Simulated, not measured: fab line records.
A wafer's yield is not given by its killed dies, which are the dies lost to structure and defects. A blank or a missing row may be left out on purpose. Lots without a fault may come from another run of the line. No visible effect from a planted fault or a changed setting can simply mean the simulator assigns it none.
Which of the tools did it? -- flow n5_finfet -- 11 lots, 31 wafers sampled, at 2 steps of a route of 1938

WHAT EACH GAUGE READ, for each wafer
N5_BEOL_M9_OVL_MEAS_29.
lot,measured,on,V8_OVL (nm)
L596,day 11 10:00,overlay-02,0.1 -0.9 0.5
L597,day 11 14:38,overlay-02,0.2 0.0 -0.1
L599,day 11 14:50,overlay-02,-0.3 -0.4 0.8
L600,day 12 08:23,overlay-01,-0.2 -1.1 -0.7
L601,day 12 14:16,overlay-02,0.6 1.2 0.9
L605,day 13 16:23,overlay-01,0.7 1.1
L608,day 14 08:46,overlay-01,0.4 -0.5
L607,day 14 08:32,overlay-01,0.4 0.8 -0.5
L609,day 14 08:14,overlay-01,0.6 0.3 0.4
L610,day 15 16:11,overlay-01,0.7 -0.1 -0.3
L616,day 16 05:37,overlay-01,0.3 0.2 -0.1

WHICH TOOL RAN EACH LOT (tool, then ch and the chambers of the sampled wafers, then the start)
lot,N5_BEOL_M9_DESCUM_16
L596,"rie_diel-05 ch 1,2, day 11 07:13"
L597,"rie_diel-05 ch 0,1,2, day 11 12:15"
L599,"rie_diel-01 ch 0,2, day 11 12:59"
L600,"rie_diel-01 ch 0,2,3, day 12 07:28"
L601,"rie_diel-02 ch 1,2, day 12 12:23"
L605,"rie_diel-05 ch 2,3, day 13 15:03"
L608,"rie_diel-02 ch 0,3, day 14 06:04"
L607,"rie_diel-05 ch 1,2,3, day 14 06:17"
L609,"rie_diel-02 ch 0,3, day 14 06:18"
L610,"rie_diel-01 ch 0,1, day 15 15:20"
L616,"rie_diel-02 ch 2,3, day 16 01:25"
- N5_BEOL_M9_DESCUM_16: chemistry O2, time 7.9 s.

WHAT THE TOOLS THEMSELVES READ (means of the sampled wafers that have a number; where no wafer has one, the mark that the record gives instead)
N5_BEOL_M9_DESCUM_16.
lot,tool,drypump_motor_current_A (A),oes_product_au (a.u.),rf_vpp_V (V),showerhead_plenum_p_Torr (Torr),throttle_valve_pct (%)
L596,rie_diel-05,5.3,0.73,241.5,2.03,20.39
L597,rie_diel-05,5.7,0.72,243.0,2.08,20.43
L599,rie_diel-01,6.1,0.87,244.7,2.14,20.47
L600,rie_diel-01,6.0,0.86,244.4,2.14,20.42
L601,rie_diel-02,6.0,0.75,242.6,2.07,20.28
L605,rie_diel-05,5.4,0.81,242.2,2.06,20.38
L608,rie_diel-02,5.8,0.79,245.1,2.19,20.70
L607,rie_diel-05,5.6,0.78,242.7,2.07,20.41
L609,rie_diel-02,5.8,0.76,245.2,2.17,20.76
L610,rie_diel-01,6.0,0.84,243.4,2.13,20.58
L616,rie_diel-02,6.2,0.87,244.9,2.16,20.34

THE ANSWER, worked out from the rows above alone
Rule: what is usual is taken from the lots themselves. The widest of any qualifying gaps counts: lots, ordered by their means at a reading, are off when they make up no more than a third of the lots, leave a main group of 4 or more, and stand apart from it by 3 or more times the standard deviation of that group's means. If all means in a main group match to the digits the tables above print for the reading, that group is not used. A lot without any number at a reading at which 4 lots or more have one is off too. The other lots that the step has rows for count as sound. The gauges are gone through in route order, then the tools' own readings, and for those a lot's mean is taken as printed above. At the first step where some lot is off, the reading lying furthest off is the one used; lots without a number count as furthest.
Across all readings shown, no lot is off: no conclusion can be drawn from this.

WHAT THE SIMULATOR HAD PUT IN
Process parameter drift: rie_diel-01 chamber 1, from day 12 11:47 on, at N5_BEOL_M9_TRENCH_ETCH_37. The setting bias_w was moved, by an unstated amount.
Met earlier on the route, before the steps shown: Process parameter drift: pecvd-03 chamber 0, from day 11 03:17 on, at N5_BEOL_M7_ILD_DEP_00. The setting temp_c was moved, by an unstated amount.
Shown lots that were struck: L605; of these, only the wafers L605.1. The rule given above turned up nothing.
